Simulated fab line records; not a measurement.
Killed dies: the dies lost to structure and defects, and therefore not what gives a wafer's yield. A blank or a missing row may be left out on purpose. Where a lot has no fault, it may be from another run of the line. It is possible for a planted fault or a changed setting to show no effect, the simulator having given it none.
fab line records / flow nand-harc
[record] lots = 13 wafers = 39 last-day = 34
route steps=1302 shown A_STAIRCASE@849 THIN_TSV@1262 END@1302
lots that met no fault: taken from a fault-free run of the same line
start-h: the number of hours between the record's first day and the start of the first shown wafer of the lot / wait-h: hours elapsed since this lot's preceding step / " identical to the entry in the row above / L1.1+2: one row covering several wafers at once / - no value, or no start given / * or withheld: withheld / < > ~ a bound
route shown NAME@n: NAME is a module with steps in the file, n the number in the route of the first one / usual: mean/standard deviation taken from wafers without a fault / same: alike in all rows / chamber/n: place in a boat / sites: each site's reading / _std_site: the standard deviation of these / _edge_site: the outer-site mean with the inner-site mean subtracted / radius-mm: for every site, how far away it sits from the centre of the wafer / mask NAME#n: copy n / behind: the most recent tool/chamber to have shaped the wafer / hold: reason for holding the lot/hours on hold/outcome of the hold / device: names the non-switching transistor (n, p or np) / end of line: tests of these same wafers at the route's end / a step without rows: its recipe alone / killed: count of dies lost to structure and defects at first sort (not the wafer's yield) / map: a wafer's dies, marking killed ones x, the rest . and places with no die _
set.NAME: setting as actually run; set.NAME@STEP: the setting as run at that earlier step / model.NAME: the simulator's own value behind a step, which no gauge read
steps of the route over a sample of lots; a table a step, a row a wafer
services: the hour from which a tool's chamber was out of use, counted from the record's first day as start-h (under 0 if before that day), plus the number of hours and why
[[steps]]
[step NHARC_A_STAIRCASE_CVD_552]
[recipe] target-thk-a = 400 temp-c = 700 pressure-mtorr = 300 material = SiNx
[usual] zone-power-centre-pct = 10.4/1.1
lot.wafer=L303.1 tool=lpcvd-01 chamber=1 start-h=403.49 wait-h=- zone-power-centre-pct=10.7
lot.wafer=L303.2 tool=lpcvd-01 chamber=1 start-h=403.49 wait-h=- zone-power-centre-pct=10.8
lot.wafer=L303.6 tool=lpcvd-01 chamber=1 start-h=403.49 wait-h=- zone-power-centre-pct=10.5
lot.wafer=L302.3 tool=lpcvd-01 chamber=0 start-h=412.85 wait-h=- zone-power-centre-pct=9.7
lot.wafer=L302.4 tool=lpcvd-01 chamber=0 start-h=412.85 wait-h=- zone-power-centre-pct=9.6
lot.wafer=L302.5 tool=lpcvd-01 chamber=0 start-h=412.85 wait-h=- zone-power-centre-pct=9.8
lot.wafer=L304.3 tool=lpcvd-01 chamber=1 start-h=412.85 wait-h=- zone-power-centre-pct=10.4
lot.wafer=L304.4 tool=lpcvd-01 chamber=1 start-h=412.85 wait-h=- zone-power-centre-pct=10.5
lot.wafer=L304.5 tool=lpcvd-01 chamber=1 start-h=412.85 wait-h=- zone-power-centre-pct=10.4
lot.wafer=L305.1 tool=lpcvd-01 chamber=0 start-h=412.85 wait-h=- zone-power-centre-pct=9.8
lot.wafer=L305.2 tool=lpcvd-01 chamber=0 start-h=412.85 wait-h=- zone-power-centre-pct=9.7
lot.wafer=L305.3 tool=lpcvd-01 chamber=0 start-h=412.85 wait-h=- zone-power-centre-pct=9.6
lot.wafer=L306.1 tool=lpcvd-02 chamber=1 start-h=418.95 wait-h=- zone-power-centre-pct=9.4
lot.wafer=L306.2 tool=lpcvd-02 chamber=1 start-h=418.95 wait-h=- zone-power-centre-pct=9.4
lot.wafer=L306.6 tool=lpcvd-02 chamber=1 start-h=418.95 wait-h=- zone-power-centre-pct=9.3
lot.wafer=L307.2 tool=lpcvd-01 chamber=0 start-h=449.60 wait-h=3.6 zone-power-centre-pct=9.7
lot.wafer=L307.3 tool=lpcvd-01 chamber=0 start-h=449.60 wait-h=3.6 zone-power-centre-pct=9.5
lot.wafer=L307.5 tool=lpcvd-01 chamber=0 start-h=449.60 wait-h=3.6 zone-power-centre-pct=9.7
lot.wafer=L308.2 tool=lpcvd-01 chamber=1 start-h=449.60 wait-h=- zone-power-centre-pct=10.6
lot.wafer=L308.3 tool=lpcvd-01 chamber=1 start-h=449.60 wait-h=- zone-power-centre-pct=10.3
lot.wafer=L308.4 tool=lpcvd-01 chamber=1 start-h=449.60 wait-h=- zone-power-centre-pct=10.5
lot.wafer=L313.1 tool=lpcvd-01 chamber=1 start-h=506.86 wait-h=- zone-power-centre-pct=10.5
lot.wafer=L313.2 tool=lpcvd-01 chamber=1 start-h=506.86 wait-h=- zone-power-centre-pct=10.6
lot.wafer=L313.5 tool=lpcvd-01 chamber=1 start-h=506.86 wait-h=- zone-power-centre-pct=10.7
lot.wafer=L320.1 tool=lpcvd-01 chamber=1 start-h=584.92 wait-h=- zone-power-centre-pct=10.6
lot.wafer=L320.3 tool=lpcvd-01 chamber=1 start-h=584.92 wait-h=- zone-power-centre-pct=10.3
lot.wafer=L320.4 tool=lpcvd-01 chamber=1 start-h=584.92 wait-h=- zone-power-centre-pct=10.5
lot.wafer=L323.1 tool=lpcvd-01 chamber=0 start-h=609.46 wait-h=- zone-power-centre-pct=9.7
lot.wafer=L323.3 tool=lpcvd-01 chamber=0 start-h=609.46 wait-h=- zone-power-centre-pct=9.6
lot.wafer=L323.5 tool=lpcvd-01 chamber=0 start-h=609.46 wait-h=- zone-power-centre-pct=9.9
lot.wafer=L322.1 tool=lpcvd-02 chamber=1 start-h=614.85 wait-h=- zone-power-centre-pct=9.5
lot.wafer=L322.3 tool=lpcvd-02 chamber=1 start-h=614.85 wait-h=- zone-power-centre-pct=9.3
lot.wafer=L322.4 tool=lpcvd-02 chamber=1 start-h=614.85 wait-h=- zone-power-centre-pct=9.3
lot.wafer=L324.1 tool=lpcvd-02 chamber=1 start-h=614.85 wait-h=- zone-power-centre-pct=9.5
lot.wafer=L324.3 tool=lpcvd-02 chamber=1 start-h=614.85 wait-h=- zone-power-centre-pct=9.4
lot.wafer=L324.4 tool=lpcvd-02 chamber=1 start-h=614.85 wait-h=- zone-power-centre-pct=9.6
lot.wafer=L325.3 tool=lpcvd-01 chamber=0 start-h=632.02 wait-h=- zone-power-centre-pct=9.8
lot.wafer=L325.4 tool=lpcvd-01 chamber=0 start-h=632.02 wait-h=- zone-power-centre-pct=9.7
lot.wafer=L325.6 tool=lpcvd-01 chamber=0 start-h=632.02 wait-h=- zone-power-centre-pct=9.7
[step NHARC_THIN_TSV_ETCH_44]
[recipe] target-depth-a = 15942 time-s = 797.1 cf4-flow-sccm = 150 o2-flow-sccm = 10 ar-flow-sccm = 0 rf-w = 300 bias-w = 800 chemistry = CF4/O2
[usual] drypump-motor-current-A = 5.9/0.51 oes-product-au = 1.000/0.011 rf-vpp-V = 796/4.5 showerhead-plenum-p-Torr = 1.86/0.074 throttle-valve-pct = 16.915/0.0092
lot.wafer=L303.2 tool=rie-diel-10 chamber=0 start-h=550.00 wait-h=0.1 drypump-motor-current-A=5.2 oes-product-au=1.001 rf-hours-counter-h=7 rf-vpp-V=801 showerhead-plenum-p-Torr=1.92 throttle-valve-pct=16.920
lot.wafer=L303.1 tool=rie-diel-10 chamber=2 start-h=550.00 wait-h=0.1 drypump-motor-current-A=5.9 oes-product-au=0.980 rf-hours-counter-h=8 rf-vpp-V=797 showerhead-plenum-p-Torr=1.87 throttle-valve-pct=16.927
lot.wafer=L303.6 tool=rie-diel-10 chamber=0 start-h=550.00 wait-h=0.1 drypump-motor-current-A=5.2 oes-product-au=0.995 rf-hours-counter-h=- rf-vpp-V=800 showerhead-plenum-p-Torr=1.92 throttle-valve-pct=16.895
lot.wafer=L305.2 tool=rie-diel-10 chamber=0 start-h=559.60 wait-h=0.1 drypump-motor-current-A=5.2 oes-product-au=0.992 rf-hours-counter-h=8 rf-vpp-V=801 showerhead-plenum-p-Torr=1.92 throttle-valve-pct=16.918
lot.wafer=L305.3 tool=rie-diel-10 chamber=1 start-h=559.60 wait-h=0.1 drypump-motor-current-A=6.5 oes-product-au=1.007 rf-hours-counter-h=8 rf-vpp-V=790 showerhead-plenum-p-Torr=1.78 throttle-valve-pct=16.938
lot.wafer=L305.1 tool=rie-diel-10 chamber=2 start-h=559.60 wait-h=0.1 drypump-motor-current-A=5.9 oes-product-au=0.983 rf-hours-counter-h=9 rf-vpp-V=797 showerhead-plenum-p-Torr=1.87 throttle-valve-pct=16.911
lot.wafer=L306.2 tool=rie-diel-06 chamber=3 start-h=566.12 wait-h=0.1 drypump-motor-current-A=5.6 oes-product-au=1.003 rf-hours-counter-h=4 rf-vpp-V=801 showerhead-plenum-p-Torr=1.94 throttle-valve-pct=16.930
lot.wafer=L306.1 tool=rie-diel-06 chamber=0 start-h=566.12 wait-h=0.1 drypump-motor-current-A=5.0 oes-product-au=1.015 rf-hours-counter-h=4 rf-vpp-V=797 showerhead-plenum-p-Torr=1.89 throttle-valve-pct=16.908
lot.wafer=L306.6 tool=rie-diel-06 chamber=0 start-h=566.12 wait-h=0.1 drypump-motor-current-A=5.0 oes-product-au=1.016 rf-hours-counter-h=- rf-vpp-V=798 showerhead-plenum-p-Torr=1.89 throttle-valve-pct=16.912
lot.wafer=L304.4 tool=rie-diel-09 chamber=1 start-h=567.32 wait-h=0.1 drypump-motor-current-A=6.3 oes-product-au=1.017 rf-hours-counter-h=1 rf-vpp-V=795 showerhead-plenum-p-Torr=1.83 throttle-valve-pct=16.914
lot.wafer=L304.3 tool=rie-diel-09 chamber=3 start-h=567.32 wait-h=0.1 drypump-motor-current-A=6.3 oes-product-au=0.994 rf-hours-counter-h=3 rf-vpp-V=792 showerhead-plenum-p-Torr=1.80 throttle-valve-pct=16.909
lot.wafer=L304.5 tool=rie-diel-09 chamber=2 start-h=567.32 wait-h=0.1 drypump-motor-current-A=5.3 oes-product-au=1.005 rf-hours-counter-h=- rf-vpp-V=788 showerhead-plenum-p-Torr=1.74 throttle-valve-pct=16.908
lot.wafer=L302.4 tool=rie-diel-10 chamber=1 start-h=568.44 wait-h=0.1 drypump-motor-current-A=6.5 oes-product-au=0.998 rf-hours-counter-h=10 rf-vpp-V=791 showerhead-plenum-p-Torr=1.78 throttle-valve-pct=16.918
lot.wafer=L302.3 tool=rie-diel-10 chamber=3 start-h=568.44 wait-h=0.1 drypump-motor-current-A=5.6 oes-product-au=1.005 rf-hours-counter-h=10 rf-vpp-V=801 showerhead-plenum-p-Torr=1.93 throttle-valve-pct=16.917
lot.wafer=L302.5 tool=rie-diel-10 chamber=0 start-h=568.44 wait-h=0.1 drypump-motor-current-A=5.2 oes-product-au=1.001 rf-hours-counter-h=- rf-vpp-V=799 showerhead-plenum-p-Torr=1.92 throttle-valve-pct=16.931
lot.wafer=L307.2 tool=rie-diel-09 chamber=0 start-h=593.46 wait-h=0.1 drypump-motor-current-A=6.5 oes-product-au=1.032 rf-hours-counter-h=4 rf-vpp-V=802 showerhead-plenum-p-Torr=1.94 throttle-valve-pct=16.913
lot.wafer=L307.3 tool=rie-diel-09 chamber=2 start-h=593.46 wait-h=0.1 drypump-motor-current-A=5.3 oes-product-au=0.997 rf-hours-counter-h=4 rf-vpp-V=788 showerhead-plenum-p-Torr=1.74 throttle-valve-pct=16.913
lot.wafer=L307.5 tool=rie-diel-09 chamber=1 start-h=593.46 wait-h=0.1 drypump-motor-current-A=6.2 oes-product-au=1.009 rf-hours-counter-h=- rf-vpp-V=793 showerhead-plenum-p-Torr=1.83 throttle-valve-pct=16.922
lot.wafer=L308.4 tool=rie-diel-06 chamber=0 start-h=594.65 wait-h=0.1 drypump-motor-current-A=5.0 oes-product-au=1.029 rf-hours-counter-h=5 rf-vpp-V=797 showerhead-plenum-p-Torr=1.89 throttle-valve-pct=16.903
lot.wafer=L308.3 tool=rie-diel-06 chamber=1 start-h=594.65 wait-h=0.1 drypump-motor-current-A=6.1 oes-product-au=1.023 rf-hours-counter-h=5 rf-vpp-V=801 showerhead-plenum-p-Torr=1.94 throttle-valve-pct=16.920
lot.wafer=L308.2 tool=rie-diel-06 chamber=3 start-h=594.65 wait-h=0.1 drypump-motor-current-A=5.6 oes-product-au=0.999 rf-hours-counter-h=5 rf-vpp-V=803 showerhead-plenum-p-Torr=1.94 throttle-valve-pct=16.906
lot.wafer=L320.4 tool=rie-diel-09 chamber=1 start-h=732.82 wait-h=0.1 drypump-motor-current-A=6.2 oes-product-au=0.997 rf-hours-counter-h=2 rf-vpp-V=794 showerhead-plenum-p-Torr=1.83 throttle-valve-pct=16.904
lot.wafer=L320.3 tool=rie-diel-09 chamber=2 start-h=732.82 wait-h=0.1 drypump-motor-current-A=5.3 oes-product-au=1.001 rf-hours-counter-h=2 rf-vpp-V=787 showerhead-plenum-p-Torr=1.74 throttle-valve-pct=16.921
lot.wafer=L320.1 tool=rie-diel-09 chamber=3 start-h=732.82 wait-h=0.1 drypump-motor-current-A=6.3 oes-product-au=0.996 rf-hours-counter-h=2 rf-vpp-V=794 showerhead-plenum-p-Torr=1.80 throttle-valve-pct=16.925
lot.wafer=L323.1 tool=rie-diel-09 chamber=2 start-h=764.78 wait-h=0.1 drypump-motor-current-A=5.3 oes-product-au=1.003 rf-hours-counter-h=4 rf-vpp-V=790 showerhead-plenum-p-Torr=1.74 throttle-valve-pct=16.907
lot.wafer=L323.3 tool=rie-diel-09 chamber=3 start-h=764.78 wait-h=0.1 drypump-motor-current-A=6.4 oes-product-au=1.005 rf-hours-counter-h=3 rf-vpp-V=792 showerhead-plenum-p-Torr=1.80 throttle-valve-pct=16.905
lot.wafer=L323.5 tool=rie-diel-09 chamber=2 start-h=764.78 wait-h=0.1 drypump-motor-current-A=5.2 oes-product-au=0.995 rf-hours-counter-h=- rf-vpp-V=788 showerhead-plenum-p-Torr=1.74 throttle-valve-pct=16.907
lot.wafer=L324.3 tool=rie-diel-06 chamber=2 start-h=765.95 wait-h=0.1 drypump-motor-current-A=5.4 oes-product-au=0.993 rf-hours-counter-h=5 rf-vpp-V=800 showerhead-plenum-p-Torr=1.91 throttle-valve-pct=16.921
lot.wafer=L324.4 tool=rie-diel-06 chamber=0 start-h=765.95 wait-h=0.1 drypump-motor-current-A=5.0 oes-product-au=1.009 rf-hours-counter-h=4 rf-vpp-V=797 showerhead-plenum-p-Torr=1.89 throttle-valve-pct=16.921
lot.wafer=L324.1 tool=rie-diel-06 chamber=1 start-h=765.95 wait-h=0.1 drypump-motor-current-A=6.1 oes-product-au=0.990 rf-hours-counter-h=6 rf-vpp-V=801 showerhead-plenum-p-Torr=1.94 throttle-valve-pct=16.914
lot.wafer=L322.1 tool=rie-diel-09 chamber=2 start-h=770.67 wait-h=0.1 drypump-motor-current-A=5.3 oes-product-au=0.998 rf-hours-counter-h=5 rf-vpp-V=789 showerhead-plenum-p-Torr=1.74 throttle-valve-pct=16.920
lot.wafer=L322.4 tool=rie-diel-09 chamber=3 start-h=770.67 wait-h=0.1 drypump-motor-current-A=6.4 oes-product-au=0.993 rf-hours-counter-h=4 rf-vpp-V=794 showerhead-plenum-p-Torr=1.80 throttle-valve-pct=16.934
lot.wafer=L322.3 tool=rie-diel-09 chamber=0 start-h=770.67 wait-h=0.1 drypump-motor-current-A=6.5 oes-product-au=0.983 rf-hours-counter-h=4 rf-vpp-V=800 showerhead-plenum-p-Torr=1.94 throttle-valve-pct=16.926
lot.wafer=L325.4 tool=rie-diel-10 chamber=1 start-h=787.15 wait-h=0.1 drypump-motor-current-A=6.5 oes-product-au=0.997 rf-hours-counter-h=0 rf-vpp-V=792 showerhead-plenum-p-Torr=1.77 throttle-valve-pct=16.912
lot.wafer=L325.3 tool=rie-diel-10 chamber=2 start-h=787.15 wait-h=0.1 drypump-motor-current-A=5.9 oes-product-au=0.983 rf-hours-counter-h=0 rf-vpp-V=794 showerhead-plenum-p-Torr=1.86 throttle-valve-pct=16.896
lot.wafer=L325.6 tool=rie-diel-10 chamber=1 start-h=787.15 wait-h=0.1 drypump-motor-current-A=6.5 oes-product-au=1.004 rf-hours-counter-h=- rf-vpp-V=791 showerhead-plenum-p-Torr=1.77 throttle-valve-pct=16.921
[step NHARC_THIN_TSV_ETCH_15]
[recipe] target-depth-a = 30000 bosch-target-overetch-cycles = 2 bosch-etch-step-s = 2.8 bosch-dep-step-s = 1.2 bosch-cycles = 14
[usual] drypump-motor-current-A = 5.8/0.36
lot.wafer=L303.1 tool=rie-si-02 chamber=3 start-h=550.51 wait-h=- drypump-motor-current-A=6.1 rf-hours-counter-h=0.4
lot.wafer=L303.2 tool=rie-si-02 chamber=2 start-h=550.51 wait-h=- drypump-motor-current-A=5.7 rf-hours-counter-h=0.5
lot.wafer=L303.6 tool=rie-si-02 chamber=3 start-h=550.51 wait-h=- drypump-motor-current-A=6.1 rf-hours-counter-h=-
lot.wafer=L305.1 tool=rie-si-06 chamber=3 start-h=560.16 wait-h=- drypump-motor-current-A=5.8 rf-hours-counter-h=0.7
lot.wafer=L305.2 tool=rie-si-06 chamber=1 start-h=560.16 wait-h=- drypump-motor-current-A=6.3 rf-hours-counter-h=0.8
lot.wafer=L305.3 tool=rie-si-06 chamber=2 start-h=560.16 wait-h=- drypump-motor-current-A=5.5 rf-hours-counter-h=0.9
lot.wafer=L306.1 tool=rie-si-06 chamber=0 start-h=566.70 wait-h=- drypump-motor-current-A=5.6 rf-hours-counter-h=0.7
lot.wafer=L306.2 tool=rie-si-06 chamber=2 start-h=566.70 wait-h=- drypump-motor-current-A=5.5 rf-hours-counter-h=0.9
lot.wafer=L306.6 tool=rie-si-06 chamber=3 start-h=566.70 wait-h=- drypump-motor-current-A=5.9 rf-hours-counter-h=-
lot.wafer=L304.4 tool=rie-si-04 chamber=0 start-h=567.91 wait-h=- drypump-motor-current-A=5.2 rf-hours-counter-h=0.3
lot.wafer=L304.3 tool=rie-si-04 chamber=1 start-h=567.91 wait-h=- drypump-motor-current-A=5.5 rf-hours-counter-h=0.3
lot.wafer=L304.5 tool=rie-si-04 chamber=0 start-h=567.91 wait-h=- drypump-motor-current-A=5.2 rf-hours-counter-h=-
lot.wafer=L302.4 tool=rie-si-02 chamber=0 start-h=568.96 wait-h=- drypump-motor-current-A=6.2 rf-hours-counter-h=0.7
lot.wafer=L302.3 tool=rie-si-02 chamber=1 start-h=568.96 wait-h=- drypump-motor-current-A=5.3 rf-hours-counter-h=0.7
lot.wafer=L302.5 tool=rie-si-02 chamber=0 start-h=568.96 wait-h=- drypump-motor-current-A=6.1 rf-hours-counter-h=-
lot.wafer=L307.2 tool=rie-si-06 chamber=2 start-h=594.04 wait-h=- drypump-motor-current-A=5.5 rf-hours-counter-h=1.1
lot.wafer=L307.3 tool=rie-si-06 chamber=0 start-h=594.04 wait-h=- drypump-motor-current-A=5.6 rf-hours-counter-h=0.8
lot.wafer=L307.5 tool=rie-si-06 chamber=1 start-h=594.04 wait-h=- drypump-motor-current-A=6.4 rf-hours-counter-h=-
lot.wafer=L308.3 tool=rie-si-02 chamber=1 start-h=595.25 wait-h=- drypump-motor-current-A=5.4 rf-hours-counter-h=1.0
lot.wafer=L308.2 tool=rie-si-02 chamber=2 start-h=595.25 wait-h=- drypump-motor-current-A=5.7 rf-hours-counter-h=0.8
lot.wafer=L308.4 tool=rie-si-02 chamber=0 start-h=595.25 wait-h=- drypump-motor-current-A=6.2 rf-hours-counter-h=-
lot.wafer=L320.3 tool=rie-si-04 chamber=2 start-h=733.41 wait-h=- drypump-motor-current-A=6.2 rf-hours-counter-h=0.1
lot.wafer=L320.4 tool=rie-si-04 chamber=3 start-h=733.41 wait-h=- drypump-motor-current-A=5.4 rf-hours-counter-h=0.1
lot.wafer=L320.1 tool=rie-si-04 chamber=0 start-h=733.41 wait-h=- drypump-motor-current-A=5.2 rf-hours-counter-h=0.1
lot.wafer=L323.1 tool=rie-si-06 chamber=1 start-h=765.36 wait-h=- drypump-motor-current-A=6.4 rf-hours-counter-h=0.9
lot.wafer=L323.3 tool=rie-si-06 chamber=3 start-h=765.36 wait-h=- drypump-motor-current-A=5.9 rf-hours-counter-h=1.0
lot.wafer=L323.5 tool=rie-si-06 chamber=1 start-h=765.36 wait-h=- drypump-motor-current-A=6.4 rf-hours-counter-h=-
lot.wafer=L324.4 tool=rie-si-02 chamber=3 start-h=766.52 wait-h=- drypump-motor-current-A=6.1 rf-hours-counter-h=0.9
lot.wafer=L324.1 tool=rie-si-02 chamber=0 start-h=766.52 wait-h=- drypump-motor-current-A=6.2 rf-hours-counter-h=0.8
lot.wafer=L324.3 tool=rie-si-02 chamber=1 start-h=766.52 wait-h=- drypump-motor-current-A=5.3 rf-hours-counter-h=0.9
lot.wafer=L322.4 tool=rie-si-06 chamber=2 start-h=771.24 wait-h=- drypump-motor-current-A=5.5 rf-hours-counter-h=1.0
lot.wafer=L322.1 tool=rie-si-06 chamber=3 start-h=771.24 wait-h=- drypump-motor-current-A=5.9 rf-hours-counter-h=1.0
lot.wafer=L322.3 tool=rie-si-06 chamber=1 start-h=771.24 wait-h=- drypump-motor-current-A=6.4 rf-hours-counter-h=1.0
lot.wafer=L325.3 tool=rie-si-02 chamber=0 start-h=787.75 wait-h=- drypump-motor-current-A=6.2 rf-hours-counter-h=1.0
lot.wafer=L325.4 tool=rie-si-02 chamber=1 start-h=787.75 wait-h=- drypump-motor-current-A=5.4 rf-hours-counter-h=1.0
lot.wafer=L325.6 tool=rie-si-02 chamber=2 start-h=787.75 wait-h=- drypump-motor-current-A=5.7 rf-hours-counter-h=-
[step NHARC_THIN_TSV_CD_MEAS_37]
[usual] cd-nm = 5001.3/2.7
lot.wafer=L303.1 tool=cd-sem-01 chamber=- start-h=556.92 wait-h=- cd-nm=5006.6
lot.wafer=L303.2 tool=cd-sem-01 chamber=- start-h=556.92 wait-h=- cd-nm=5004.5
lot.wafer=L303.6 tool=cd-sem-01 chamber=- start-h=556.92 wait-h=- cd-nm=5003.3
lot.wafer=L305.1 tool=cd-sem-02 chamber=- start-h=566.55 wait-h=- cd-nm=5003.2
lot.wafer=L305.2 tool=cd-sem-02 chamber=- start-h=566.55 wait-h=- cd-nm=5002.2
lot.wafer=L305.3 tool=cd-sem-02 chamber=- start-h=566.55 wait-h=- cd-nm=4995.8
lot.wafer=L306.1 tool=cd-sem-02 chamber=- start-h=573.24 wait-h=- cd-nm=5002.4
lot.wafer=L306.2 tool=cd-sem-02 chamber=- start-h=573.24 wait-h=- cd-nm=5007.3
lot.wafer=L306.6 tool=cd-sem-02 chamber=- start-h=573.24 wait-h=- cd-nm=5001.7
lot.wafer=L304.3 tool=cd-sem-01 chamber=- start-h=574.79 wait-h=- cd-nm=5000.2
lot.wafer=L304.4 tool=cd-sem-01 chamber=- start-h=574.79 wait-h=- cd-nm=5003.1
lot.wafer=L304.5 tool=cd-sem-01 chamber=- start-h=574.79 wait-h=- cd-nm=5002.6
lot.wafer=L302.3 tool=cd-sem-03 chamber=- start-h=575.57 wait-h=- cd-nm=4995.9
lot.wafer=L302.4 tool=cd-sem-03 chamber=- start-h=575.57 wait-h=- cd-nm=5002.9
lot.wafer=L302.5 tool=cd-sem-03 chamber=- start-h=575.57 wait-h=- cd-nm=5002.3
lot.wafer=L307.2 tool=cd-sem-03 chamber=- start-h=600.72 wait-h=- cd-nm=4998.1
lot.wafer=L307.3 tool=cd-sem-03 chamber=- start-h=600.72 wait-h=- cd-nm=4999.4
lot.wafer=L307.5 tool=cd-sem-03 chamber=- start-h=600.72 wait-h=- cd-nm=4999.5
lot.wafer=L308.2 tool=cd-sem-02 chamber=- start-h=601.79 wait-h=- cd-nm=4997.7
lot.wafer=L308.3 tool=cd-sem-02 chamber=- start-h=601.79 wait-h=- cd-nm=4999.8
lot.wafer=L308.4 tool=cd-sem-02 chamber=- start-h=601.79 wait-h=- cd-nm=5000.8
lot.wafer=L320.1 tool=cd-sem-01 chamber=- start-h=739.79 wait-h=- cd-nm=4999.9
lot.wafer=L320.3 tool=cd-sem-01 chamber=- start-h=739.79 wait-h=- cd-nm=5003.8
lot.wafer=L320.4 tool=cd-sem-01 chamber=- start-h=739.79 wait-h=- cd-nm=5001.9
lot.wafer=L323.1 tool=cd-sem-02 chamber=- start-h=771.76 wait-h=- cd-nm=5002.5
lot.wafer=L323.3 tool=cd-sem-02 chamber=- start-h=771.76 wait-h=- cd-nm=5003.4
lot.wafer=L323.5 tool=cd-sem-02 chamber=- start-h=771.76 wait-h=- cd-nm=5002.2
lot.wafer=L324.1 tool=cd-sem-01 chamber=- start-h=772.91 wait-h=- cd-nm=4996.9
lot.wafer=L324.3 tool=cd-sem-01 chamber=- start-h=772.91 wait-h=- cd-nm=4998.9
lot.wafer=L324.4 tool=cd-sem-01 chamber=- start-h=772.91 wait-h=- cd-nm=4998.7
lot.wafer=L322.1 tool=cd-sem-02 chamber=- start-h=777.79 wait-h=- cd-nm=5005.1
lot.wafer=L322.3 tool=cd-sem-02 chamber=- start-h=777.79 wait-h=- cd-nm=5002.9
lot.wafer=L322.4 tool=cd-sem-02 chamber=- start-h=777.79 wait-h=- cd-nm=5002.7
lot.wafer=L325.3 tool=cd-sem-01 chamber=- start-h=794.85 wait-h=- cd-nm=4997.9
lot.wafer=L325.4 tool=cd-sem-01 chamber=- start-h=794.85 wait-h=- cd-nm=4996.9
lot.wafer=L325.6 tool=cd-sem-01 chamber=- start-h=794.85 wait-h=- cd-nm=4997.8
[step NHARC_END_SORT_01]
[recipe] temp-c = 25
[usual] killed-at-array = 49/19 killed-at-other = 0.9/1.1 killed-at-periphery = 4.0/2.7 killed-dies = 54/19 killed-open = 3.3/1.8 killed-short = 2.6/1.6
[same] gross-dies = 677
lot.wafer=L313.1 tool=prober-02 chamber=0 start-h=670.35 wait-h=2.5 killed-at-array=671 killed-at-other=2 killed-at-periphery=4 killed-dies=677 killed-open=2 killed-short=3
lot.wafer=L313.2 tool=prober-02 chamber=0 start-h=671.14 wait-h=2.8 killed-at-array=668 killed-at-other=0 killed-at-periphery=9 killed-dies=677 killed-open=2 killed-short=1
lot.wafer=L313.5 tool=prober-02 chamber=0 start-h=673.51 wait-h=3.7 killed-at-array=674 killed-at-other=0 killed-at-periphery=3 killed-dies=677 killed-open=3 killed-short=0
// killed by level:class
L313.1 A_STAIRCASE:area-cvd=632 A_CHANNEL_HOLE_D1:chamber-film-flake=9 A_CHANNEL_HOLE_D2:chamber-film-flake=7 A_WL_FILL:chamber-film-flake=4 P_CONTACT:chamber-film-flake=4 A_CHANNEL_FILL_D1:chamber-film-flake=3 A_BONDPAD:chamber-film-flake=3 A_CHANNEL_FILL_D2:chamber-film-flake=2
L313.2 A_STAIRCASE:area-cvd=628 A_CHANNEL_HOLE_D2:chamber-film-flake=20 P_CONTACT:chamber-film-flake=8 A_CHANNEL_HOLE_D1:chamber-film-flake=6 A_CHANNEL_FILL_D1:chamber-film-flake=2 A_STAIRCASE:chamber-film-flake=2 A_SLIT:chamber-film-flake=2 A_WL_FILL:chamber-film-flake=2
L313.5 A_STAIRCASE:area-cvd=643 A_CHANNEL_HOLE_D2:chamber-film-flake=9 A_WL_FILL:chamber-film-flake=4 A_BONDPAD:chamber-film-flake=4 P_CONTACT:chamber-film-flake=3 A_SLIT:chamber-film-flake=3 A_CHANNEL_HOLE_D1:chamber-film-flake=2 A_CHANNEL_FILL_D1:chamber-film-flake=2
[[services]]
tool=rie-diel-10 chamber=2 start-h=385.83 hours=3.7 kind=repair
tool=rie-diel-09 chamber=0 start-h=402.97 hours=10.2 kind=repair
tool=rie-diel-10 chamber=- start-h=419.52 hours=9.0 kind=pm
tool=rie-si-06 chamber=- start-h=426.00 hours=9.0 kind=pm
tool=rie-diel-09 chamber=- start-h=428.97 hours=3.9 kind=repair
tool=rie-diel-09 chamber=1 start-h=443.74 hours=14.0 kind=repair
tool=rie-si-02 chamber=- start-h=454.00 hours=9.0 kind=pm
tool=rie-diel-09 chamber=- start-h=497.10 hours=9.0 kind=pm
tool=rie-si-06 chamber=- start-h=510.31 hours=0.8 kind=repair
tool=rie-diel-09 chamber=1 start-h=515.45 hours=2.2 kind=repair
tool=rie-diel-09 chamber=1 start-h=541.57 hours=7.5 kind=repair
tool=rie-si-06 chamber=- start-h=569.20 hours=0.1 kind=repair
tool=rie-diel-10 chamber=2 start-h=570.54 hours=2.1 kind=repair
tool=rie-si-02 chamber=3 start-h=579.15 hours=22.8 kind=repair
tool=rie-si-06 chamber=- start-h=603.00 hours=9.0 kind=pm
tool=rie-diel-09 chamber=2 start-h=611.45 hours=1.7 kind=repair
tool=rie-si-06 chamber=- start-h=624.68 hours=1.4 kind=repair
tool=rie-si-02 chamber=- start-h=631.00 hours=9.0 kind=pm
tool=rie-diel-09 chamber=- start-h=674.10 hours=9.0 kind=pm
tool=rie-diel-09 chamber=0 start-h=683.78 hours=7.6 kind=repair
tool=rie-si-02 chamber=- start-h=702.04 hours=1.0 kind=repair
tool=rie-si-06 chamber=- start-h=726.34 hours=0.5 kind=repair
tool=lpcvd-01 chamber=- start-h=772.00 hours=26.0 kind=pm
tool=rie-si-06 chamber=- start-h=780.00 hours=9.0 kind=pm
[[key]]
[first-sign] step = NHARC_END_SORT_01 reading = killed-dies direction = up sigmas = 33 usual = 54 struck = 677
[effect] step = NHARC_END_SORT_01 reading = killed-at-array direction = up sigmas = 33 usual = 49 struck = 671
[more-kills-born-at] NHARC_A_STAIRCASE_CVD_552@lpcvd-01 = 1903
met-at NHARC_A_STAIRCASE_CVD_552
struck-lots L313
struck-wafers L313.1,L313.2,L313.5
later-rows-left-out L313.1,L313.2,L313.5
tester-left-out L313
not-acting-at NHARC_THIN_TSV_ETCH_44,NHARC_THIN_TSV_ETCH_15,NHARC_THIN_TSV_CD_MEAS_37
onset-between 449.60 506.86
[fault] kind = process-parameter-drift tool = lpcvd-01 chamber = 1 onset-h = 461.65 steps = NHARC_A_STAIRCASE_CVD_552 channel = target-thk-a offset = * shape = step end-h = 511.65 acts-in = * stated = *
// tester-left-out: of these lots the tester's yield and bins aren't shown, on N5 and GAA mostly nor the transistor test; their killed dies are dies lost to structure and defects alone, not to doping, threshold or leakage, so they don't give the yield
// later-rows-left-out: the simulator's readings of these wafers behind a module that went badly wrong aren't trusted and aren't shown, but for the sort
